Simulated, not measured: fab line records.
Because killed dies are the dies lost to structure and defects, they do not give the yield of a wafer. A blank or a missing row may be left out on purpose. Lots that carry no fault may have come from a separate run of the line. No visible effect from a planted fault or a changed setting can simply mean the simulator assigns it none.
Split-lot experiment / flow n5-finfet / on a route of 1938 steps: 7 lots, 21 wafers read

== THE SPLIT ITSELF ==
At N5_FIN_CUT_EXPOSE_05 (exposes mask FIN CUT), the setting dose-mj was moved away from the recipe's 45.75 on 7 of the 21 wafers read, by -5.6% to +7.3%. The other wafers ran this setting at the recipe's value.

== FROM THE SPLIT TO THE READING: what the file shows between them, 2 steps ==
- N5_FIN_CUT_PEB_06: peb time 60 s
- N5_FIN_CUT_DEVELOP_07: develop time 30 s

== THE READING ==
cd-nm (nm) at N5_FIN_CUT_CD_MEAS_08, where the cd target is 29.1 nm. On this fab line, fault-free wafers typically give 29.08 nm with a standard deviation of 0.24 nm.

wafer=L074.3; tool, chamber at the split=euv-scanner-01, 0; dose-mj as run=45.75; against the recipe=recipe; cd-nm, nm=29.21; against lot-mates on the recipe=-
wafer=L074.4; tool, chamber at the split=euv-scanner-01, 0; dose-mj as run=45.75; against the recipe=recipe; cd-nm, nm=28.81; against lot-mates on the recipe=-
wafer=L074.5; tool, chamber at the split=euv-scanner-01, 0; dose-mj as run=48.36; against the recipe=+5.7%; cd-nm, nm=30.12; against lot-mates on the recipe=+1.11
wafer=L080.1; tool, chamber at the split=euv-scanner-02, 0; dose-mj as run=45.75; against the recipe=recipe; cd-nm, nm=29.07; against lot-mates on the recipe=-
wafer=L080.2; tool, chamber at the split=euv-scanner-02, 0; dose-mj as run=45.75; against the recipe=recipe; cd-nm, nm=29.25; against lot-mates on the recipe=-
wafer=L080.3; tool, chamber at the split=euv-scanner-02, 0; dose-mj as run=45.75; against the recipe=recipe; cd-nm, nm=29.19; against lot-mates on the recipe=-
wafer=L083.1; tool, chamber at the split=euv-scanner-01, 0; dose-mj as run=45.75; against the recipe=recipe; cd-nm, nm=29.38; against lot-mates on the recipe=-
wafer=L083.4; tool, chamber at the split=euv-scanner-01, 0; dose-mj as run=45.75; against the recipe=recipe; cd-nm, nm=29.40; against lot-mates on the recipe=-
wafer=L083.6; tool, chamber at the split=euv-scanner-01, 0; dose-mj as run=45.75; against the recipe=recipe; cd-nm, nm=29.06; against lot-mates on the recipe=-
wafer=L087.2; tool, chamber at the split=euv-scanner-02, 0; dose-mj as run=49.11; against the recipe=+7.3%; cd-nm, nm=30.69; against lot-mates on the recipe=+1.61
wafer=L087.4; tool, chamber at the split=euv-scanner-02, 0; dose-mj as run=45.75; against the recipe=recipe; cd-nm, nm=29.08; against lot-mates on the recipe=-
wafer=L087.6; tool, chamber at the split=euv-scanner-02, 0; dose-mj as run=49.11; against the recipe=+7.3%; cd-nm, nm=29.98; against lot-mates on the recipe=+0.90
wafer=L090.3; tool, chamber at the split=euv-scanner-02, 0; dose-mj as run=45.75; against the recipe=recipe; cd-nm, nm=28.86; against lot-mates on the recipe=-
wafer=L090.4; tool, chamber at the split=euv-scanner-02, 0; dose-mj as run=46.61; against the recipe=+1.9%; cd-nm, nm=29.22; against lot-mates on the recipe=+0.36
wafer=L090.6; tool, chamber at the split=euv-scanner-02, 0; dose-mj as run=46.61; against the recipe=+1.9%; cd-nm, nm=29.18; against lot-mates on the recipe=+0.32
wafer=L091.1; tool, chamber at the split=euv-scanner-02, 0; dose-mj as run=45.75; against the recipe=recipe; cd-nm, nm=28.94; against lot-mates on the recipe=-
wafer=L091.5; tool, chamber at the split=euv-scanner-02, 0; dose-mj as run=45.75; against the recipe=recipe; cd-nm, nm=28.95; against lot-mates on the recipe=-
wafer=L091.6; tool, chamber at the split=euv-scanner-02, 0; dose-mj as run=43.18; against the recipe=-5.6%; cd-nm, nm=27.82; against lot-mates on the recipe=-1.12
wafer=L094.1; tool, chamber at the split=euv-scanner-02, 0; dose-mj as run=45.75; against the recipe=recipe; cd-nm, nm=29.20; against lot-mates on the recipe=-
wafer=L094.3; tool, chamber at the split=euv-scanner-02, 0; dose-mj as run=48.66; against the recipe=+6.4%; cd-nm, nm=30.55; against lot-mates on the recipe=+1.20
wafer=L094.4; tool, chamber at the split=euv-scanner-02, 0; dose-mj as run=45.75; against the recipe=recipe; cd-nm, nm=29.50; against lot-mates on the recipe=-

THE FIT
A straight line over all 21 wafers: cd-nm changes by +0.187 nm for each +1% of dose-mj; r = +0.93; the points scatter about the line by 0.24 nm.
The same after taking each lot's own level away (the mean of its wafers on the recipe; 21 wafers): +0.183 nm for each +1%; r = +0.96; scatter 0.16 nm.
Per that fit: largest dose-mj move, reading shift of 1.3 nm.
Across the lots, their own levels run from 28.860 to 29.350 nm, a range of 2.0 times the standard deviation given above.
The two slopes agree, so the slope changes little with the lot-to-lot level.
Check: +1.25 nm against its lot-mates is what the line predicts for one of the wafers moved furthest among these (+7.3%) when that wafer is left out of the fit. It came out at +1.61 nm against them.

== ADDITIONAL SPLITS CARRIED BY THESE WAFERS ==
Other splits were also applied to these wafers ahead of the reading. Each is held against what the fit with the lots' levels taken away leaves over:
other split on the same wafers=N5_ZERO_LAYER_PECVD_02 time-s; wafers away from the commonest value=9; r with cd-nm (lot level and that fit taken away)=+0.06
other split on the same wafers=N5_ZERO_LAYER_ETCH_18 icp-w; wafers away from the commonest value=7; r with cd-nm (lot level and that fit taken away)=+0.12
other split on the same wafers=N5_WELL_APT_PEB_06 peb-time-s; wafers away from the commonest value=4; r with cd-nm (lot level and that fit taken away)=+0.44
other split on the same wafers=N5_FIN_SAQP_EXPOSE_13 dose-mj; wafers away from the commonest value=6; r with cd-nm (lot level and that fit taken away)=-0.32

== THE WHOLE CHAIN: every reading that the file lists as answering this split, in the file's order ==
step=N5_FIN_CUT_CD_MEAS_08; what it does=target cd 29.1 nm; reading=cd-nm; change (the file's fit)=+0.186 nm for each +1% of the setting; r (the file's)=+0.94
step=N5_FIN_CUT_ETCH_30; what it does=etches underlayer in N2/H2, target depth 13 nm, time 10.4 s; reading=FIN_CUT.cd-offset-nm (the simulator's own value, which no gauge read); change (the file's fit)=+0.185 nm for each +1% of the setting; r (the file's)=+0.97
step=N5_FIN_CUT_ETCH_20; what it does=etches SiARC in CF4, target depth 26 nm, time 43.3 s; reading=FIN_CUT.cd-offset-nm (the simulator's own value, which no gauge read); change (the file's fit)=+0.17 nm for each +1% of the setting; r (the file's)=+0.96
step=N5_FIN_CUT_CUT_ETCH_26; what it does=etches SiNx in CH3F/O2, target depth 39 nm, time 55.7 s; reading=FIN_CUT.cd-offset-nm (the simulator's own value, which no gauge read); change (the file's fit)=+0.164 nm for each +1% of the setting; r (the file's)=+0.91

== THE FILE'S OWN FIT ==
cd-nm changes by +0.186 nm for each +1% of dose-mj, r = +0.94.
